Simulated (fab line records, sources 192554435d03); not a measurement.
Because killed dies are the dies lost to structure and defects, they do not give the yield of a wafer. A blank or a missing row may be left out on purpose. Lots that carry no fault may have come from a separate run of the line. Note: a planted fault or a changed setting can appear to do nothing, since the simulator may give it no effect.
Which tool is to blame? | flow n5 finfet | 33 wafers from 11 lots sampled at 2 of the route's 1938 steps

WHAT THE GAUGES SHOWED, per wafer
N5_BEOL_M7_RS_MEAS_57: measurement is done with a four-point probe. Usual: M7_RS 0.288 ohm/sq, standard deviation 0.0077.
lot  | measured     | on            | M7_RS (ohm/sq)    | flag
L475 | day 9 09:28  | film metro-01 | 0.288 0.288 0.287 |
L477 | day 9 23:41  | film metro-01 | 0.288 0.283 0.287 |
L476 | day 10 18:25 | film metro-01 | 0.289 0.294 0.287 |
L480 | day 11 21:31 | film metro-01 | 0.296 0.277 0.289 |
L482 | day 12 04:46 | film metro-02 | 0.278 0.300 0.290 |
L483 | day 12 18:01 | film metro-01 | 0.288 0.291 0.280 |
L488 | day 12 18:33 | film metro-02 | 0.290 0.283 0.286 |
L489 | day 13 18:14 | film metro-02 | 0.299 0.290 0.283 |
L493 | day 14 18:41 | film metro-01 | 0.285 0.279 0.297 |
L494 | day 14 23:29 | film metro-01 | 0.273 0.294 0.275 |
L495 | day 15 01:49 | film metro-02 | 0.278 0.290 0.296 |

N5_BEOL_M7_INSPECT_58: inspects for defects (darkfield). Usual: 77 for raw defect count, sd 29.
lot  | measured     | on                | raw defect count | flag
L475 | day 9 09:29  | defect inspect-01 | 33 91 63         |
L477 | day 9 23:42  | defect inspect-01 | 40 61 56         |
L476 | day 10 18:26 | defect inspect-01 | 35 67 50         |
L480 | day 11 21:32 | defect inspect-02 | 107 79 102       |
L482 | day 12 04:47 | defect inspect-02 | 111 100 65       |
L483 | day 12 18:02 | defect inspect-02 | 90 111 99        |
L488 | day 12 18:34 | defect inspect-02 | 177 130 145      |
L489 | day 13 18:16 | defect inspect-02 | 129 72 66        |
L493 | day 14 18:43 | defect inspect-02 | 70 68 49         |
L494 | day 14 23:31 | defect inspect-01 | 41 42 38         |
L495 | day 15 01:50 | defect inspect-01 | 63 85 105        |

WHICH TOOL RAN EACH LOT (tool, then ch and the chambers of the sampled wafers, then the start)
The record shows no process step preceding these readings.

WHAT THE TOOLS THEMSELVES READ (means of the sampled wafers that have a number; where no wafer has one, the mark that the record gives instead)
The record holds no such reading with a usual standard deviation.

THE ANSWER, worked out from the rows above alone
Rule: a lot is off if the mean of its wafers that have a number lies more than 3 standard deviations from the usual mean. Also off: a lot with no number at a reading for which 4 or more lots have one. All remaining lots with rows at the step are treated as sound. After the gauges, taken in route order, come the tools' own readings; for these a lot's mean is taken, as printed above. At the first step where some lot is off, the reading lying furthest off is the one used; lots without a number count as furthest.
None of the lots is off at any reading shown; this tells nothing.

WHAT WAS PUT IN BY THE SIMULATOR
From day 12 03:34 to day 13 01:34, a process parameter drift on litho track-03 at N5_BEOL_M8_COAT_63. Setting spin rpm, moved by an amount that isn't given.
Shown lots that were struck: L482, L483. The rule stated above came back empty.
